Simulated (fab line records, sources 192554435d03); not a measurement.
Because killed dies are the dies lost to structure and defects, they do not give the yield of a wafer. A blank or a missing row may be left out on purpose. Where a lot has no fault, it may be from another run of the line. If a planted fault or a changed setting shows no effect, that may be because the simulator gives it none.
A lot that was struck, set against a sound lot :: flow n5_finfet :: 38 steps out of a route of 1938
Sound: wafers L713.1, L713.2, L713.6. Struck: wafer L718.5 (left out: L718.2, a lot-mate that was not struck); the cause follows at the end.
For every step that has rows: the tool of each side, followed by ch and its chambers, followed by its first start. Under that, the readings that differ: sound wafers :: struck wafers :: difference of the means :: sigmas: that difference in standard deviations of wafers without a fault.
alike: a reading whose means differ by less than 2 such deviations, as well as words and numbers matching on both sides. not compared: withheld readings; readings where some wafer has no value; bounds like >300 that might hide an equal value; numbers whose values overlap and for which the record gives no deviation.
A row with sigmas, a row that says differs or no value, or rows on one side alone: a step with any of these is where the two part. When numbers do not overlap yet have no deviation, they are printed without sigmas and do not part them. A reading that every wafer of one side lacks parts them only if that side has two wafers or more.

first, 9 steps without rows for these wafers: N5_BEOL_M10_PEB_26 (peb time 60 s); N5_BEOL_M10_DEVELOP_27 (develop time 30 s); N5_BEOL_M10_DESCUM_33 (chemistry O2, time 7.9 s); N5_BEOL_M10_ETCH_65 (etches SiARC in CF4, target depth 39 nm, time 65 s); N5_BEOL_M10_ETCH_66 (etches SOC in N2/H2, target depth 120 nm, overetch 24 nm, time 180 s); N5_BEOL_M10_STRIP_69 (strips in N2/H2); N5_BEOL_M10_VIA_ETCH_34 (etches SiCOH lowk in C4F6/O2, target depth 184.5 nm, time 69.2 s); N5_BEOL_M10_STRIP_73 (strips in C4F6/O2); N5_BEOL_M10_STRIP_36 (strips in N2/H2).
N5_BEOL_M10_TRENCH_ETCH_37: etches SiCOH lowk in C4F6/O2, target depth 148.83 nm, time 48 s.
  sound on rie_diel-02 ch 1,2,3, day 12 04:58; struck on rie_diel-02 ch 2, day 13 14:05
reading: oes_product_au (a.u.)
sound: 0.85 0.74 0.80
struck: 1.03
difference: +0.23
sigmas: +4

reading: model.BEOL_M10.feature_depth_nm (nm)
sound: 149 145.8 143.2
struck: 203.6
difference: +57.6
sigmas: 

reading: model.etch.depth_nm (nm)
sound: 148.9 145.8 143.2
struck: 203.5
difference: +57.5
sigmas: 

reading: model.TiN_of_BEOL_M10_HM_DEP_02.thk_nm (nm)
sound: 16.2 16 16.2
struck: 13.6
difference: -2.5
sigmas: 
  alike: drypump_motor_current_A, rf_vpp_V, showerhead_plenum_p_Torr, throttle_valve_pct
  not compared: rf_hours_counter_h
then, 2 steps without rows for these wafers: N5_BEOL_M10_ETCH_41 (etches SiCN in CH3F/O2, target depth 42.6 nm, time 86 s); N5_BEOL_M10_STRIP_77 (strips in N2/H2, time 10 s).
N5_BEOL_M10_OCD_MEAS_38:
  sound on ocd-02 at day 12 05:08; struck on ocd-02 at day 13 14:16
reading: trench_depth_nm (nm)
sound: 149.0 145.7 143.6
struck: 203.5
difference: +57.4
sigmas: +21
then, 13 steps without rows for these wafers: N5_BEOL_M10_HM_STRIP_39 (strips TiN in peroxide tin strip, target depth 25 nm, time 158 s); N5_BEOL_M10_SRD_40 (time 30 s); N5_BEOL_M10_PRECLEAN_42 (cleans in residue remover, time 60 s); N5_BEOL_M10_SRD_43 (time 30 s); N5_BEOL_M10_CURE_72 (cures SiCOH lowk, time 120 s); N5_BEOL_M10_DEGAS_44 (time 60 s); N5_BEOL_M10_PRE_CLEAN_45 (time 30 s); N5_BEOL_M10_ALD_74 (deposits TaN, target thk 2 nm, pulse time 2 s, purge time 3 s); N5_BEOL_M10_SURFACE_TREAT_76; N5_BEOL_M10_CVD_75 (deposits Co from CCTBA/H2, target thk 2 nm, time 138.9 s); N5_BEOL_M10_SPUTTER_48 (material Cu, target thk 12 nm, time 2 s); N5_BEOL_M10_ECD_50 (material Cu, target thk 318 nm); N5_BEOL_M10_ANNEAL_51 (time 90 s).
N5_BEOL_M10_CMP_52: polishes, stops on SiCOH lowk, t overpolish 7 s, target thk 140 nm.
  sound on cmp-01 ch 0,1, day 12 07:32; struck on cmp-03 ch 0, day 13 19:19
reading: model.Cu_of_BEOL_M10_ECD_50.thk_nm (nm)
sound: 141.2 136.2 134.6
struck: 193
difference: +56
sigmas: 
  alike: clearing_platen_rpm, head_pressure_psi, motor_current_A
N5_BEOL_M10_THK_MEAS_53: measures by xrf.
  sound on film_metro-01 at day 12 07:50; struck on film_metro-02 at day 13 19:35
reading: M10_THK (nm)
sound: 141 136 134
struck: 199
difference: +62
sigmas: +18
then, 2 steps without rows for these wafers: N5_BEOL_M10_PRE_CLEAN_55 (time 15 s); N5_BEOL_M10_DEP_56 (deposits SiCN from 3MS/NH3, target thk 15 nm, time 26.5 s).
N5_BEOL_M10_RS_MEAS_57: measures by four-point-probe.
  sound on film_metro-02 at day 12 07:58; struck on film_metro-02 at day 13 19:43
reading: M10_RS (ohm/sq)
sound: 0.150 0.156 0.157
struck: 0.106
difference: -0.048
sigmas: -13
then, 5 steps without rows for these wafers: N5_BEOL_M11_ILD_DEP_00 (deposits SiCOH lowk from DEMS/porogen, target thk 308.51 nm, time 58 s); N5_BEOL_M11_CURE_71 (cures SiCOH lowk, time 240 s); N5_BEOL_M11_PECVD_70 (deposits SiO2 from TEOS/O2, target thk 20 nm, time 22.7 s); N5_BEOL_M11_HM_DEP_02 (deposits TiN, target thk 20 nm); N5_BEOL_M11_COAT_59 (time 60 s, resist thk 100 nm).
N5_BEOL_M15_RC_MEAS_101:
  sound on prober-01 ch 0, day 13 13:25; struck on prober-01 ch 0, day 15 06:38
reading: COMB_M8 (S/m)
sound: 4.8e-11 3.4e-11 2.3e-11
struck: 2.3e-11
difference: -1.2e-11
sigmas: -3

reading: SERP_M10 (ohm/um)
sound: 2.99 3.08 3.11
struck: 2.11
difference: -0.95
sigmas: -10

reading: SERP_M10_max_site (ohm/um)
sound: 3.12 3.19 3.27
struck: 2.16
difference: -1.03
sigmas: -10

reading: SERP_M8 (ohm/um)
sound: 13.5 13.6 13.4
struck: 14.6
difference: +1.1
sigmas: +2
  alike: COMB_M11, COMB_M12, COMB_M13, COMB_M14, COMB_M15, COMB_M5, COMB_M6, COMB_M6_max_site, COMB_M7, COMB_M9, SERP_M11, SERP_M12, SERP_M13, SERP_M14, SERP_M5, SERP_M6, SERP_M7, SERP_M9
N5_PASSIVATION_PROBE_49:
  sound on prober-01 at day 14 05:02; struck on prober-02 at day 15 20:45
  alike: defect_limited_yield, killed_at_M0_to_M3, killed_at_M4_up, killed_at_contacts, killed_at_front_end, killed_at_other, killed_dies, killed_open, killed_short, sort_bin_5_function, sort_bin_6_memory, sort_n_pass, sort_yield_pct

## WHERE THEY PART
At N5_BEOL_M10_TRENCH_ETCH_37 first; at N5_BEOL_M15_RC_MEAS_101 last (within this record only). Later steps at which nothing parts them and some readings are alike: N5_PASSIVATION_PROBE_49.

WHY: whatever the simulator had introduced
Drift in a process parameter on rie_diel-02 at N5_BEOL_M10_TRENCH_ETCH_37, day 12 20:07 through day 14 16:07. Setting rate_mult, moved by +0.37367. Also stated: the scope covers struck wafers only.
